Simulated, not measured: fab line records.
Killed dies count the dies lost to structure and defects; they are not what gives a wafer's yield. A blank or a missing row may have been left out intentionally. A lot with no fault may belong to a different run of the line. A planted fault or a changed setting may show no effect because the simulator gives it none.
fab line records | flow n5Finfet
record lots=9 wafers=27 lastDay=17
route steps=1938 shown DUMMY_GATE@248 SPACER0@259 SD_EPI_N@263 BEOL_M4@1111 PASSIVATION@1936
lots that met no fault: from a run of the same line without faults
startH: start of the lot's first displayed wafer, in hours after the record's first day | waitH: hours from the lot's prior step to this one | " same as the row above | L1.1+2: one row covering several wafers at once | - no value present, or no start provided | * or withheld: withheld | < > ~ a bound
route shown NAME@n: names a module that has steps shown in the file, with the first one's number in the route | usual: average and standard deviation across the fault-free wafers | same: alike in all rows | chamber/n: place in a boat | sites: the reading at each site | _std_site: the values' standard deviation | _edge_site: inner sites' mean taken away from outer sites' mean | radiusMm: for every site, how far away it sits from the centre of the wafer | mask NAME#n: copy n | behind: the last tool/chamber to shape the wafer | hold: cause of the lot's hold/its duration in hours/its outcome | device: which transistor (n, p or np) failed to switch | end of line: at the end of the route, the tests of the same wafers | a step with no rows: only its recipe | killed: dies that structure and defects cost at the first sort, which is not the same as the wafer's yield | map: a wafer's dies, x killed, . not, _ none there
set.NAME: the setting the step ran with; set.NAME@STEP: the setting that earlier step ran with | model.NAME: the simulator's own value behind a step, which no gauge read
the route's steps for a sample of lots (tables are steps, rows are wafers)
services: the hour from which a tool's chamber was out of use, counted from the record's first day as startH (under 0 if before that day), plus the number of hours and why
## steps
# step N5_DUMMY_GATE_ETCH_44
# recipe chemistry=HBr/O2 overEtchFrac=0.7 targetDepthA=1275 stopOn=SiO2 ionEnergyEv=60 biasW=20 target=poly-Si maskMaterial=SiO2 pressureMtorr=20 icpW=400 HBr_flow_sccm=120 O2_flow_sccm=10
# usual drypumpMotorCurrentA=5.69/0.3 oesProductAu=0.727/0.014 throttleValvePct=18.45/0.24
# same overEtchFrac=0.7
# columns lot.wafer tool chamber startH waitH drypumpMotorCurrentA oesProductAu rfHoursCounterH throttleValvePct
L277.1 rieSi-06 2 66.00 0.0 5.30 0.732 149 18.39
L277.2 " 0 " " 5.34 0.752 193 18.34
L277.4 " 1 " " 5.42 0.722 6 18.46
L278.1 rieSi-01 0 71.13 0.0 5.77 0.733 135 18.89
L278.5 " 0 " " 5.77 0.739 - 18.90
L278.6 " 3 " " 5.47 0.721 - 18.33
L279.2 rieSi-01 1 78.17 0.0 5.55 0.708 169 18.66
L279.3 " 2 " " 5.87 0.721 195 18.15
L279.5 " 0 " " 5.76 0.746 - 18.91
L286.1 rieSi-01 1 123.86 0.0 5.53 0.699 170 18.66
L286.4 " 2 " " 5.85 0.726 195 18.14
L286.5 " 3 " " 5.46 0.719 - 18.34
L289.1 rieSi-06 2 138.40 0.0 5.31 0.728 150 18.39
L289.3 " 3 " " 5.80 0.724 33 18.70
L289.6 " 0 " " 5.31 0.744 - 18.32
L290.1 rieSi-06 3 143.40 0.0 5.80 0.721 33 18.70
L290.4 " 3 " " 5.82 0.733 - 18.69
L290.6 " 1 " " 5.43 0.739 - 18.47
L291.4 rieSi-01 0 150.92 0.0 5.75 0.751 137 18.91
L291.5 " 2 " " 5.82 0.735 - 18.10
L291.6 " 3 " " 5.48 0.714 - 18.34
L292.1 rieSi-01 3 154.40 0.0 5.49 0.717 71 18.33
L292.2 " 0 " " 5.78 0.744 137 18.91
L292.4 " 1 " " 5.56 0.695 170 18.66
L297.1 rieSi-01 2 183.69 0.0 5.85 0.724 1 18.11
L297.2 " 1 " " 5.52 0.719 171 18.67
L297.6 " 1 " " 5.55 0.698 - 18.67
# step N5_SPACER0_ALD_00
# recipe material=SiOCN targetThkA=35 tempC=400 aldPrecursorFamily=alkyl-aminosilane aldCoReactant=O2/N2-plasma pulseTimeS=3 purgeTimeS=2 coReactantPurgeTimeS=2 aldCycles=58 pressureTorr=2
# usual heaterPowerW=860/60 precursorPulseHeightRel=0.998/0.02
# columns lot.wafer tool chamber startH waitH heaterPowerW precursorPulseHeightRel sinceWetCleanH
L277.1 aldSin-02 2 66.68 0.1 851 1.000 164
L277.2 " 3 " " 922 1.026 164
L277.4 " 0 " " 894 1.027 164
L278.1 aldSin-01 0 71.78 0.1 780 1.005 353
L278.5 " 3 " " 915 1.029 -
L278.6 " 0 " " 788 1.023 -
L279.2 aldSin-02 2 79.47 0.1 855 1.011 177
L279.3 " 0 " " 888 0.972 177
L279.5 " 2 " " 840 1.003 -
L286.1 aldSin-04 1 124.44 0.1 759 1.004 117
L286.4 " 0 " " 934 0.988 117
L286.5 " 1 " " 775 1.032 -
L289.1 aldSin-02 1 139.03 0.1 919 0.984 237
L289.3 " 2 " " 865 0.983 237
L289.6 " 1 " " 928 0.985 -
L290.1 aldSin-01 0 144.07 0.1 744 0.989 45
L290.4 " 3 " " 931 1.024 45
L290.6 " 1 " " 887 1.013 -
L291.4 aldSin-01 2 151.52 0.1 822 1.031 52
L291.5 " 2 " " 817 0.990 -
L291.6 " 1 " " 887 1.010 -
L292.1 aldSin-02 2 155.02 0.1 841 0.993 253
L292.2 " 0 " " 878 1.003 253
L292.4 " 3 " " 890 0.985 253
L297.1 aldSin-04 1 184.79 0.1 763 1.011 177
L297.2 " 0 " " 924 1.005 177
L297.6 " 0 " " 926 1.006 -
# step N5_SPACER0_ALD_08
# recipe material=SiNx targetThkA=20 tempC=400 aldPrecursorFamily=SiH2I2 aldCoReactant=N2/H2-plasma pressureTorr=2
# usual heaterPowerW=860/60
# columns lot.wafer tool chamber startH waitH heaterPowerW sinceWetCleanH
L277.1 aldSin-02 2 66.94 0.1 865 165
L277.2 " 3 " " 888 165
L277.4 " 0 " " 860 165
L278.1 aldSin-01 0 72.04 0.1 762 353
L278.5 " 3 " " 935 -
L278.6 " 0 " " 764 -
L279.2 aldSin-02 2 79.72 0.1 832 177
L279.3 " 0 " " 863 177
L279.5 " 2 " " 839 -
L286.1 aldSin-04 1 124.70 0.1 753 117
L286.4 " 0 " " 924 117
L286.5 " 1 " " 768 -
L289.1 aldSin-02 1 139.29 0.1 908 237
L289.3 " 2 " " 856 237
L289.6 " 1 " " 896 -
L290.1 aldSin-01 0 144.33 0.1 754 45
L290.4 " 3 " " 934 45
L290.6 " 1 " " 892 -
L291.4 aldSin-01 2 151.78 0.1 828 52
L291.5 " 2 " " 821 -
L291.6 " 1 " " 894 -
L292.1 aldSin-02 2 155.28 0.1 852 253
L292.2 " 0 " " 879 253
L292.4 " 3 " " 913 253
L297.1 aldSin-04 1 185.05 0.1 791 177
L297.2 " 0 " " 917 177
L297.6 " 0 " " 927 -
# step N5_SD_EPI_N_COAT_33
# recipe resist=SiARC tempC=220 timeS=60 spinRpm=1500 resistThkNm=35
# usual spinSpeedRpm=1499.9/1.1
# columns lot.wafer tool chamber startH waitH spinSpeedRpm
L277.1 lithoTrack-01 0 67.13 - 1499.5
L277.2 " 0 " " 1499.8
L277.4 " 0 " " 1499.0
L278.1 lithoTrack-03 0 72.23 - 1498.9
L278.5 " 0 " " 1499.1
L278.6 " 0 " " 1500.2
L279.2 lithoTrack-04 0 79.92 - 1498.5
L279.3 " 0 " " 1499.5
L279.5 " 0 " " 1500.1
L286.1 lithoTrack-04 0 124.89 - 1499.7
L286.4 " 0 " " 1500.0
L286.5 " 0 " " 1501.2
L289.1 lithoTrack-04 0 139.48 - 1249.1
L289.3 " 0 " " 1250.0
L289.6 " 0 " " 1248.8
L290.1 lithoTrack-03 0 144.52 - 1501.1
L290.4 " 0 " " 1500.4
L290.6 " 0 " " 1501.7
L291.4 lithoTrack-04 0 151.97 - 1249.0
L291.5 " 0 " " 1249.5
L291.6 " 0 " " 1248.3
L292.1 lithoTrack-01 0 155.47 - 1501.2
L292.2 " 0 " " 1500.7
L292.4 " 0 " " 1501.7
L297.1 lithoTrack-01 0 185.24 - 1499.4
L297.2 " 0 " " 1499.4
L297.6 " 0 " " 1500.3
# step N5_SD_EPI_N_ETCH_34
# recipe chemistry=CF4 target=SiARC targetDepthA=455 maskMaterial=CAR-ArF-block timeS=75.8 ionEnergyEv=80 pressureMtorr=40 sourceW=545 biasW=36 Ar_flow_sccm=100 cf4FlowSccm=100 ends=cleared
# usual drypumpMotorCurrentA=5.9/0.5 etchRfOnTimeS=75.3/1.8 mfcArSccm=99.95/0.28 oesProductAu=0.68/0.08 rfVppV=183.9/1 showerheadPlenumPTorr=2.13/0.054 throttleValvePct=15.57/0.24
# columns lot.wafer tool chamber startH waitH drypumpMotorCurrentA etchRfOnTimeS mfcArSccm oesProductAu rfHoursCounterH rfVppV showerheadPlenumPTorr throttleValvePct
L277.1 rieDiel-03 0 67.49 0.0 5.8 73.4 100.02 0.83 2 184.0 2.10 15.43
L277.2 " 1 " " 5.1 73.3 100.28 0.64 183 184.2 2.13 15.60
L277.4 " 3 " " 6.3 72.6 99.70 0.62 182 184.9 2.13 15.69
L278.1 rieDiel-04 0 72.75 0.0 5.7 76.5 99.47 0.59 235 184.2 2.12 16.06
L278.5 " 2 " " 5.9 76.5 100.08 0.59 - 182.8 2.04 15.53
L278.6 " 3 " " 5.9 76.6 100.12 0.63 - 184.6 2.21 15.88
L279.2 rieDiel-03 1 80.31 0.0 5.1 73.2 100.15 0.64 187 183.8 2.13 15.61
L279.3 " 3 " " 6.3 72.9 99.96 0.63 187 184.2 2.13 15.69
L279.5 " 1 " " 5.1 74.1 100.01 0.64 - 183.7 2.13 15.61
L286.1 rieDiel-04 2 125.38 0.0 5.9 77.7 99.77 0.58 227 183.3 2.04 15.60
L286.4 " 2 " " 5.9 76.6 100.01 0.58 - 182.2 2.04 15.60
L286.5 " 1 " " 6.4 75.5 99.77 0.79 - 185.4 2.26 15.61
L289.1 rieDiel-03 1 139.97 0.0 5.1 82.2 100.08 0.62 207 184.8 2.12 15.63
L289.3 " 2 " " 6.6 83.8 100.19 0.73 37 184.2 2.11 15.36
L289.6 " 2 " " 6.6 84.9 100.34 0.73 - 182.8 2.11 15.38
L290.1 rieDiel-05 3 145.44 0.0 5.6 74.4 100.02 0.63 186 184.2 2.21 15.77
L290.4 " 1 " " 5.8 79.9 100.25 0.79 8 183.4 2.11 15.52
L290.6 " 0 " " 5.5 74.6 99.60 0.76 - 183.5 2.18 15.07
L291.4 rieDiel-03 3 152.49 0.0 6.3 80.4 99.97 0.61 - 182.2 2.12 15.74
L291.5 " 1 " " 5.1 81.1 100.13 0.62 - 184.8 2.12 15.67
L291.6 " 2 " " 6.6 83.0 100.20 0.73 - 184.9 2.10 15.37
L292.1 rieDiel-03 3 155.83 0.0 6.3 72.3 99.82 0.62 213 184.0 2.12 15.75
L292.2 " 2 " " 6.6 76.2 99.92 0.73 43 183.2 2.10 15.37
L292.4 " 0 " " 5.8 74.2 99.88 0.76 31 184.9 2.09 15.49
L297.1 rieDiel-03 0 185.93 0.0 5.8 75.0 99.73 0.74 43 183.4 2.09 15.52
L297.2 " 1 " " 5.2 74.6 100.06 0.60 225 182.8 2.12 15.68
L297.6 " 3 " " 6.3 73.8 100.34 0.60 - 181.7 2.11 15.78
# step N5_BEOL_M4_RC_MEAS_101
# usual DIBL_N=36.3/1.7 DIBL_P=36.3/2.2 IOFF_N=0.16/0.034 IOFF_P=0.21/0.038 ION_N=673/13 ION_P=461/8.3 SS_N=71.5/0.55 SS_P=73.3/0.67 VT_N=250/3.4 VT_P=-251/3.5
# columns lot.wafer tool chamber startH waitH DIBL_N[mV/V] DIBL_P[mV/V] IOFF_N[nA/um] IOFF_P[nA/um] ION_N[uA/um] ION_P[uA/um] SS_N[mV/dec] SS_P[mV/dec] VT_N[mV] VT_P[mV]
L277.1 prober-02 0 187.30 0.0 33.0 31.4 0.10 0.14 658 456 71.1 71.6 256 -255
L277.2 " 0 " " 35.9 35.7 0.15 0.19 667 461 71.4 73.1 253 -254
L277.4 " 0 " " 35.8 35.9 0.14 0.20 672 464 71.2 73.4 252 -253
L278.1 prober-01 0 193.51 0.0 37.5 39.8 0.24 0.25 685 460 72.3 73.0 243 -250
L278.5 " 0 " " 35.6 37.9 0.21 0.21 682 458 71.8 72.4 245 -249
L278.6 " 0 " " 39.1 42.1 0.29 0.29 690 464 73.6 74.3 239 -245
L279.2 prober-01 0 205.16 0.2 34.6 33.7 0.13 0.17 665 451 71.7 72.1 253 -254
L279.3 " 0 " " 39.0 39.7 0.23 0.27 695 472 72.1 73.6 245 -248
L279.5 " 0 " " 37.8 38.0 0.19 0.25 684 464 71.8 74.3 248 -248
L286.1 prober-02 0 242.56 0.0 39.9 40.9 0.24 0.29 703 474 72.0 73.6 242 -246
L286.4 " 0 " " 36.0 37.5 0.17 0.23 685 474 71.5 73.0 248 -247
L286.5 " 0 " " 35.6 36.3 0.16 0.21 681 461 71.8 72.6 247 -250
L290.1 prober-02 0 255.43 0.0 34.9 35.9 0.14 0.17 665 454 70.8 73.4 251 -255
L290.4 " 0 " " 35.7 35.8 0.15 0.17 678 457 70.9 72.5 251 -255
L290.6 " 0 " " 33.0 32.4 0.10 0.13 660 447 71.0 71.2 257 -258
L289.1 prober-01 0 266.45 0.0 38.7 38.5 0.21 0.23 690 466 72.0 74.1 246 -253
L289.3 " 0 " " 38.9 40.0 0.22 0.26 701 469 71.7 74.2 245 -249
L289.6 " 0 " " 36.7 36.8 0.17 0.20 681 461 71.6 74.4 247 -254
L291.4 prober-02 0 268.68 0.5 37.7 36.8 0.17 0.17 680 453 71.8 73.3 248 -259
L291.5 " 0 " " 36.5 34.2 0.15 0.15 668 450 71.5 73.3 253 -258
L291.6 " 0 " " 36.4 34.9 0.14 0.15 674 454 70.8 72.7 250 -259
L292.1 prober-01 0 282.42 0.0 40.0 38.9 0.20 0.23 678 457 72.0 73.2 246 -253
L292.2 " 0 " " 38.8 37.3 0.17 0.22 676 460 71.3 72.8 250 -252
L292.4 " 0 " " 34.9 32.8 0.11 0.15 665 459 71.3 72.4 256 -259
L297.1 prober-02 0 296.96 0.0 36.2 35.5 0.14 0.17 662 453 71.2 73.1 253 -256
L297.2 " 0 " " 38.1 37.5 0.18 0.20 671 455 71.8 73.8 248 -251
L297.6 " 0 " " 38.4 38.9 0.20 0.23 693 465 71.8 74.1 248 -253
# step N5_PASSIVATION_PROBE_49
# usual defectLimitedYield=91.4/1.6 killed_at_M0_to_M3=34/10 killed_at_M4_up=12/4.8 killedAtContacts=11/6.2 killedAtFrontEnd=39/13 killedAtOther=4/3.1 killedDies=101/19 killedOpen=67/14 killedShort=32/8.3 sort_bin_5_function=5.0/1 sort_bin_6_memory=3.2/0.76 sortNPass=1079/19 sortYieldPct=91.4/1.6
# same grossDies=1180 killedAtBackSide=0 sort_bin_4_leakage[%]=0 sort_bin_8_speed[%]=0
# columns lot.wafer tool chamber startH waitH defectLimitedYield[%] killed_at_M0_to_M3 killed_at_M4_up killedAtContacts killedAtFrontEnd killedAtOther killedDies killedOpen killedShort sort_bin_5_function[%] sort_bin_6_memory[%] sortNPass sortYieldPct[%]
L278.1 prober-02 - 288.24 0.0 91.4 50 6 7 33 6 102 67 34 5.2 2.9 1078 91.4
L278.5 prober-02 - 288.44 0.2 89.0 29 9 15 72 5 130 87 42 6.6 4.2 1050 89.0
L278.6 prober-02 - 288.49 0.3 91.8 38 13 10 34 2 97 67 29 4.6 3.6 1083 91.8
L277.1 prober-01 - 292.29 0.0 92.3 37 17 4 30 3 91 59 32 5.0 2.6 1089 92.3
L277.2 prober-01 - 292.34 0.1 92.4 30 9 11 32 8 90 56 32 4.5 2.6 1090 92.4
L277.4 prober-01 - 292.44 0.2 91.7 19 17 9 38 15 98 54 39 4.8 2.7 1082 91.7
L279.2 prober-01 - 297.36 0.1 90.2 51 10 10 43 2 116 80 34 5.6 4.1 1064 90.2
L279.3 prober-01 - 297.41 0.1 92.5 39 15 6 27 2 89 62 27 4.4 3.0 1091 92.5
L279.5 prober-01 - 297.51 0.2 92.4 40 12 6 28 4 90 51 35 5.1 2.1 1090 92.4
L286.1 prober-02 - 344.42 0.0 93.9 22 11 2 35 2 72 48 22 3.3 2.3 1108 93.9
L286.4 prober-02 - 344.57 0.2 91.7 33 10 2 47 6 98 56 40 4.9 3.1 1082 91.7
L286.5 prober-02 - 344.62 0.2 91.4 21 21 6 51 3 102 55 34 4.9 2.9 1078 91.4
L290.1 prober-02 - 352.34 0.0 91.8 24 12 22 36 3 97 67 28 5.3 2.8 1083 91.8
L290.4 prober-02 - 352.49 0.2 93.1 20 8 7 43 4 82 48 28 4.1 2.2 1098 93.1
L290.6 prober-02 - 352.59 0.3 92.7 36 17 15 15 3 86 56 30 4.0 3.1 1094 92.7
L289.1 prober-02 - 360.08 0.0 90.4 24 18 9 60 2 113 80 30 4.8 4.3 1067 90.4
L289.3 prober-02 - 360.18 0.1 94.2 16 12 10 31 0 69 43 26 3.3 2.4 1111 94.2
L289.6 prober-02 - 360.33 0.3 92.6 22 11 6 48 0 87 58 29 4.6 2.7 1093 92.6
L291.4 prober-02 - 376.87 0.2 90.4 48 5 18 39 3 113 75 36 5.8 3.5 1067 90.4
L291.5 prober-02 - 376.92 0.2 90.7 45 17 14 26 8 110 80 28 5.6 3.4 1070 90.7
L291.6 prober-02 - 376.97 0.3 89.7 50 6 20 40 5 121 80 41 6.3 3.5 1059 89.7
L292.1 prober-02 - 383.11 0.0 91.4 21 28 10 39 3 101 65 35 4.9 3.3 1079 91.4
L292.2 prober-02 - 383.16 0.1 91.4 32 14 6 48 1 101 64 37 6.0 2.3 1079 91.4
L292.4 prober-02 - 383.26 0.2 89.3 34 18 14 45 15 126 83 42 6.1 4.2 1054 89.3
L297.1 prober-01 - 402.43 0.0 93.2 32 10 6 26 6 80 55 24 4.2 2.5 1100 93.2
L297.2 prober-01 - 402.48 0.1 92.3 46 10 3 30 2 91 64 26 4.7 2.6 1089 92.3
L297.6 prober-01 - 402.68 0.3 93.8 38 6 4 24 1 73 41 31 3.5 2.5 1107 93.8
# killed by level:class
L278.1 BEOL_M0_SAQP:geometricParticle:short=13 BEOL_M2:geometricParticle:open=12 BEOL_M0_SAQP:geometricParticle:open=8 STI_FIN_REVEAL:geometricParticle:open=7 MOL_CONTACT_COAG:geometricParticle:open=7 BEOL_M1:geometricParticle:open=6 FIN_SAQP:geometricParticle:open=5 FIN_SAQP:geometricParticle:short=5
L278.5 FIN_SAQP:geometricParticle:open=27 MOL_CONTACT_COAG:geometricParticle:open=10 BEOL_M0_SAQP:geometricParticle:short=9 FIN_SAQP:geometricParticle:short=8 DUMMY_GATE:geometricParticle:open=7 STI_FIN_REVEAL:geometricParticle:open=6 GATE_CUT:geometricParticle:open=6 GATE_CUT:geometricParticle:short=5
L278.6 BEOL_M0_SAQP:geometricParticle:open=13 BEOL_M2:geometricParticle:open=10 STI_FIN_REVEAL:geometricParticle:open=9 BEOL_M0_SAQP:geometricParticle:short=8 MOL_CONTACT_COAG:geometricParticle:open=6 BEOL_M7:geometricParticle:open=5 FIN_SAQP:geometricParticle:short=4 FIN_SAQP:geometricParticle:open=4
L277.1 BEOL_M3:geometricParticle:open=11 FIN_SAQP:geometricParticle:short=8 STI_FIN_REVEAL:geometricParticle:open=6 BEOL_M0_SAQP:geometricParticle:open=6 BEOL_M0_SAQP:geometricParticle:short=6 BEOL_M2:geometricParticle:open=6 BEOL_M4:geometricParticle:open=6 MOL_CONTACT_COAG:geometricParticle:open=4
L277.2 FIN_SAQP:geometricParticle:short=13 MOL_CONTACT_COAG:geometricParticle:open=10 STI_FIN_REVEAL:geometricParticle:open=8 BEOL_M2:geometricParticle:open=8 BEOL_M3:geometricParticle:open=7 BEOL_M0_SAQP:geometricParticle:open=5 BEOL_M0_SAQP:geometricParticle:short=5 BEOL_M1:geometricParticle:open=4
L277.4 FIN_SAQP:geometricParticle:short=9 MOL_CONTACT_COAG:geometricParticle:open=8 BEOL_M0_SAQP:geometricParticle:short=7 BEOL_M4:geometricParticle:open=7 STI_FIN_REVEAL:geometricParticle:open=6 PASS1_CAP:geometricParticle:short=6 DUMMY_GATE:geometricParticle:open=4 STARTING-WAFER:geometricParticle:short=4
L279.2 FIN_SAQP:geometricParticle:open=9 STI_FIN_REVEAL:geometricParticle:open=9 BEOL_M0_SAQP:geometricParticle:open=9 BEOL_M2:geometricParticle:open=9 MOL_CONTACT_COAG:geometricParticle:open=8 BEOL_M1:geometricParticle:open=8 BEOL_M3:geometricParticle:open=8 BEOL_M0_SAQP:geometricParticle:short=7
L279.3 BEOL_M3:geometricParticle:open=17 BEOL_M4:geometricParticle:open=8 FIN_SAQP:geometricParticle:short=7 BEOL_M2:geometricParticle:open=6 FIN_SAQP:geometricParticle:open=5 MOL_CONTACT_COAG:geometricParticle:open=5 BEOL_M0_SAQP:geometricParticle:open=5 BEOL_M1:geometricParticle:open=5
L279.5 BEOL_M3:geometricParticle:open=11 FIN_SAQP:geometricParticle:short=8 BEOL_M0_SAQP:geometricParticle:open=8 BEOL_M1:geometricParticle:open=6 BEOL_M3:geometricParticle:short=5 BEOL_M0_SAQP:geometricParticle:short=4 DUMMY_GATE:geometricParticle:open=3 GATE_CUT:geometricParticle:short=3
L286.1 FIN_SAQP:geometricParticle:open=11 BEOL_M0_SAQP:geometricParticle:open=11 STI_FIN_REVEAL:geometricParticle:open=6 GATE_CUT:geometricParticle:short=5 BEOL_M0_SAQP:geometricParticle:short=5 FIN_SAQP:geometricParticle:short=4 BEOL_M4:geometricParticle:open=4 BEOL_M7:geometricParticle:open=4
L286.4 BEOL_M0_SAQP:geometricParticle:short=12 FIN_SAQP:geometricParticle:open=9 FIN_SAQP:geometricParticle:short=9 BEOL_M0_SAQP:geometricParticle:open=9 STI_FIN_REVEAL:geometricParticle:open=7 GATE_CUT:geometricParticle:short=7 BEOL_M2:geometricParticle:open=6 DUMMY_GATE:geometricParticle:open=4
L286.5 FIN_SAQP:geometricParticle:short=14 HKMG_FIN:areaEtch=9 FIN_SAQP:geometricParticle:open=8 BEOL_M4:geometricParticle:open=7 STARTING-WAFER:geometricParticle:short=6 BEOL_M0:geometricParticle:open=6 BEOL_M7:geometricParticle:open=6 MOL_CONTACT_COAG:geometricParticle:open=5
L290.1 MOL_CONTACT_COAG:geometricParticle:open=21 FIN_SAQP:geometricParticle:open=7 GATE_CUT:geometricParticle:short=6 FIN_SAQP:geometricParticle:short=4 DUMMY_GATE:geometricParticle:open=4 BEOL_M0_SAQP:geometricParticle:open=4 BEOL_M2:geometricParticle:open=4 BEOL_M3:geometricParticle:open=4
L290.4 STI_FIN_REVEAL:geometricParticle:open=8 MOL_CONTACT_COAG:geometricParticle:open=6 BEOL_M3:geometricParticle:open=6 BEOL_M2:geometricParticle:open=5 HKMG_FIN:areaEtch=5 FIN_SAQP:geometricParticle:short=4 FIN_SAQP:geometricParticle:open=4 STI_FIN_REVEAL:geometricParticle:short=4
L290.6 MOL_CONTACT_COAG:geometricParticle:open=10 BEOL_M2:geometricParticle:open=10 BEOL_M1:geometricParticle:open=6 MOL_CONTACT_COAG:geometricParticle:short=5 BEOL_M0_SAQP:geometricParticle:short=5 BEOL_M1:geometricParticle:short=5 BEOL_M4:geometricParticle:open=4 BEOL_M0_SAQP:geometricParticle:open=3
L289.1 FIN_SAQP:geometricParticle:open=23 FIN_SAQP:geometricParticle:short=16 MOL_CONTACT_COAG:geometricParticle:open=8 BEOL_M2:geometricParticle:open=7 BEOL_M5:geometricParticle:open=7 BEOL_M0_SAQP:geometricParticle:open=6 BEOL_M3:geometricParticle:open=5 DUMMY_GATE:geometricParticle:open=5
L289.3 MOL_CONTACT_COAG:geometricParticle:open=10 FIN_SAQP:geometricParticle:open=5 STARTING-WAFER:geometricParticle:short=5 GATE_CUT:geometricParticle:short=4 STI_FIN_REVEAL:geometricParticle:open=4 ILD0:geometricParticle:short=4 BEOL_M2:geometricParticle:open=4 BEOL_M5:geometricParticle:open=4
L289.6 FIN_SAQP:geometricParticle:open=20 FIN_SAQP:geometricParticle:short=11 GATE_CUT:geometricParticle:open=6 BEOL_M1:geometricParticle:short=6 MOL_CONTACT_COAG:geometricParticle:open=5 BEOL_M1:geometricParticle:open=5 BEOL_M5:geometricParticle:open=5 STARTING-WAFER:geometricParticle:short=4
L291.4 MOL_CONTACT_COAG:geometricParticle:open=12 BEOL_M2:geometricParticle:open=12 STI_FIN_REVEAL:geometricParticle:open=9 BEOL_M3:geometricParticle:open=9 BEOL_M1:geometricParticle:short=7 GATE_CUT:geometricParticle:open=6 BEOL_M0_SAQP:geometricParticle:open=6 FIN_SAQP:geometricParticle:open=5
L291.5 MOL_CONTACT_COAG:geometricParticle:open=14 BEOL_M3:geometricParticle:open=11 BEOL_M0_SAQP:geometricParticle:open=10 STI_FIN_REVEAL:geometricParticle:open=7 BEOL_M1:geometricParticle:short=6 BEOL_M1:geometricParticle:open=5 PASS1_CAP:geometricParticle:short=5 FIN_SAQP:geometricParticle:open=4
L291.6 MOL_CONTACT_COAG:geometricParticle:open=16 FIN_SAQP:geometricParticle:open=14 BEOL_M3:geometricParticle:open=13 BEOL_M0_SAQP:geometricParticle:open=11 BEOL_M0_SAQP:geometricParticle:short=8 FIN_SAQP:geometricParticle:short=6 BEOL_M2:geometricParticle:open=6 MOL_CONTACT_COAG:geometricParticle:short=4
L292.1 BEOL_M4:geometricParticle:open=11 STI_FIN_REVEAL:geometricParticle:open=7 MOL_CONTACT_COAG:geometricParticle:open=7 FIN_SAQP:geometricParticle:short=6 FIN_SAQP:geometricParticle:open=5 BEOL_M5:geometricParticle:open=5 BEOL_M0_SAQP:geometricParticle:open=5 BEOL_M0_SAQP:geometricParticle:short=5
L292.2 FIN_SAQP:geometricParticle:open=13 STI_FIN_REVEAL:geometricParticle:open=13 BEOL_M4:geometricParticle:open=8 BEOL_M3:geometricParticle:open=6 BEOL_M2:geometricParticle:short=6 MOL_CONTACT_COAG:geometricParticle:open=5 BEOL_M1:geometricParticle:open=5 STI_FIN_REVEAL:geometricParticle:short=4
L292.4 STI_FIN_REVEAL:geometricParticle:open=11 BEOL_M3:geometricParticle:open=10 MOL_CONTACT_COAG:geometricParticle:open=10 BEOL_M4:geometricParticle:open=10 BEOL_M1:geometricParticle:open=9 FIN_SAQP:geometricParticle:open=8 BEOL_M0_SAQP:geometricParticle:short=6 STARTING-WAFER:geometricParticle:short=6
L297.1 BEOL_M1:geometricParticle:open=11 BEOL_M0_SAQP:geometricParticle:open=7 BEOL_M3:geometricParticle:open=7 BEOL_M5:geometricParticle:open=6 STI_FIN_REVEAL:geometricParticle:open=5 MOL_CONTACT_COAG:geometricParticle:open=5 BEOL_M0_SAQP:geometricParticle:short=5 FIN_CUT:geometricParticle:short=4
L297.2 BEOL_M1:geometricParticle:open=14 STI_FIN_REVEAL:geometricParticle:open=13 BEOL_M0_SAQP:geometricParticle:open=9 FIN_SAQP:geometricParticle:open=8 BEOL_M0_SAQP:geometricParticle:short=8 BEOL_M1:geometricParticle:short=5 FIN_SAQP:geometricParticle:short=4 BEOL_M5:geometricParticle:open=4
L297.6 BEOL_M3:geometricParticle:open=10 BEOL_M3:geometricParticle:short=9 BEOL_M1:geometricParticle:open=7 FIN_SAQP:geometricParticle:short=6 BEOL_M0_SAQP:geometricParticle:open=5 FIN_SAQP:geometricParticle:open=4 STI_FIN_REVEAL:geometricParticle:open=3 MOL_CONTACT_COAG:geometricParticle:open=3
## services
# columns tool chamber startH hours kind
rieDiel-03 0 43.20 - clean
rieDiel-03 0 43.20 - consumableReplace:focusRing
rieDiel-03 0 43.20 18.4 scheduledDown
rieDiel-03 0 43.20 18.4 ventCycle
aldSin-02 - 47.65 6.1 pm
rieDiel-05 - 55.14 2.8 pm
aldSin-01 - 85.45 14.0 pm
aldSin-01 0 85.45 14.0 ventCycle
aldSin-01 1 85.45 14.0 ventCycle
aldSin-01 2 85.45 14.0 ventCycle
aldSin-01 3 85.45 14.0 ventCycle
rieDiel-04 0 96.43 3.4 repair
aldSin-01 0 99.45 - clean
aldSin-01 1 99.45 - clean
aldSin-01 2 99.45 - clean
aldSin-01 3 99.45 - clean
aldSin-04 3 100.79 3.7 repair
aldSin-04 3 125.93 8.6 repair
rieSi-01 2 129.16 - clean
rieSi-01 2 129.16 14.8 scheduledDown
rieSi-01 2 129.16 14.8 ventCycle
rieDiel-03 0 151.36 2.6 repair
aldSin-01 3 154.64 3.3 repair
rieDiel-04 3 172.52 3.1 repair
## key
firstSign step=N5_SD_EPI_N_COAT_33 reading=spinSpeedRpm direction=down sigmas=99+ usual=* struck=*
effect step=N5_SD_EPI_N_ETCH_34 reading=etchRfOnTimeS direction=up sigmas=4.1 usual=* struck=*
metAt N5_SD_EPI_N_COAT_33
struckLots L289,L291
notActingAt N5_DUMMY_GATE_ETCH_44,N5_SPACER0_ALD_00,N5_SPACER0_ALD_08
onsetBetween 124.89 139.48
fault kind=processParameterDrift tool=lithoTrack-04 chamber=- onsetH=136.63 steps=N5_SD_EPI_N_COAT_33 channel=spinRpm offset=* shape=step endH=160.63 actsIn=* stated=*
